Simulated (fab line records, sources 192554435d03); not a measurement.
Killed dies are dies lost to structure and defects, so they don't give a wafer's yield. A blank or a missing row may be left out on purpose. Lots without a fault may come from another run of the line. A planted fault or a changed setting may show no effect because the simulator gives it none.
Chamber matching | flow n5_finfet | N5_BEOL_M11_DESCUM_16 on rie_diel-05: 4 sister chambers
The step chemistry O2, time 7.9 s. 16 wafers are shown with their chamber, then 8 later ones without.

WAFERS WITH THEIR CHAMBER
wafer  | chamber | drypump_motor_current_A (A) | showerhead_plenum_p_Torr (Torr) | oes_product_au (a.u.)
L078.1 | 3       | 5.4                         | 2.12                            | 0.81
L078.2 | 2       | 5.8                         | 2.11                            | 0.72
L078.5 | 1       | 5.5                         | 2.01                            | 0.74
L084.2 | 2       | 5.8                         | 2.11                            | 0.71
L084.3 | 0       | 6.0                         | 2.04                            | 0.88
L084.6 | 0       | 6.1                         | 2.04                            | 0.88
L083.1 | 0       | 6.1                         | 2.04                            | 0.88
L083.4 | 1       | 5.5                         | 2.00                            | 0.72
L083.5 | 0       | 6.1                         | 2.04                            | 0.88
L087.1 | 3       | 5.4                         | 2.12                            | 0.78
L087.2 | 0       | 6.0                         | 2.04                            | 0.87
L087.5 | 2       | 5.8                         | 2.10                            | 0.71
L090.1 | 1       | 5.5                         | 2.00                            | 0.71
L090.4 | 0       | 6.1                         | 2.04                            | 0.86
L090.5 | 0       | 6.1                         | 2.04                            | 0.86
L092.2 | 2       | 5.8                         | 2.10                            | 0.70

SIGNATURES (means of the wafers above)
reading                  | chamber 0 | chamber 1 | chamber 2 | chamber 3 | scatter within a chamber
drypump_motor_current_A  | 6.071     | 5.500     | 5.800     | 5.400     | 0.0345
showerhead_plenum_p_Torr | 2.0400    | 2.0033    | 2.1050    | 2.1200    | 0.00373
oes_product_au           | 0.8729    | 0.7233    | 0.7100    | 0.7950    | 0.0118
Rule: a wafer's distance from a chamber is the root of the sum, over the readings, of the square of ((its reading less the chamber's mean) divided by the reading's scatter). The wafer belongs to the nearest chamber; if the next one is less than 2 further off, it can't be placed. The scatter: the root of (the sum of the squares of (reading less its chamber's mean) over the shown wafers, divided by (wafers less chambers)).

WAFERS WITHOUT THEIR CHAMBER
wafer  | drypump_motor_current_A (A) | showerhead_plenum_p_Torr (Torr) | oes_product_au (a.u.)
L092.3 | 5.5                         | 2.00                            | 0.71
L092.6 | 5.5                         | 2.00                            | 0.71
L091.1 | 5.7                         | 2.10                            | 0.70
L091.4 | 5.5                         | 2.00                            | 0.71
L091.5 | 5.5                         | 2.00                            | 0.71
L095.3 | 5.8                         | 2.10                            | 0.70
L095.5 | 5.5                         | 2.00                            | 0.71
L095.6 | 6.1                         | 2.03                            | 0.86

WHICH CHAMBER EACH WENT THROUGH
wafer  | from the rows above | in truth
L092.3 | 1                   | 1
L092.6 | 1                   | 1
L091.1 | 2                   | 2
L091.4 | 1                   | 1
L091.5 | 1                   | 1
L095.3 | 2                   | 2
L095.5 | 1                   | 1
L095.6 | 0                   | 0
Placed correctly: 8 of 8. Can't be placed from these rows: 0. Placed wrongly: 0.
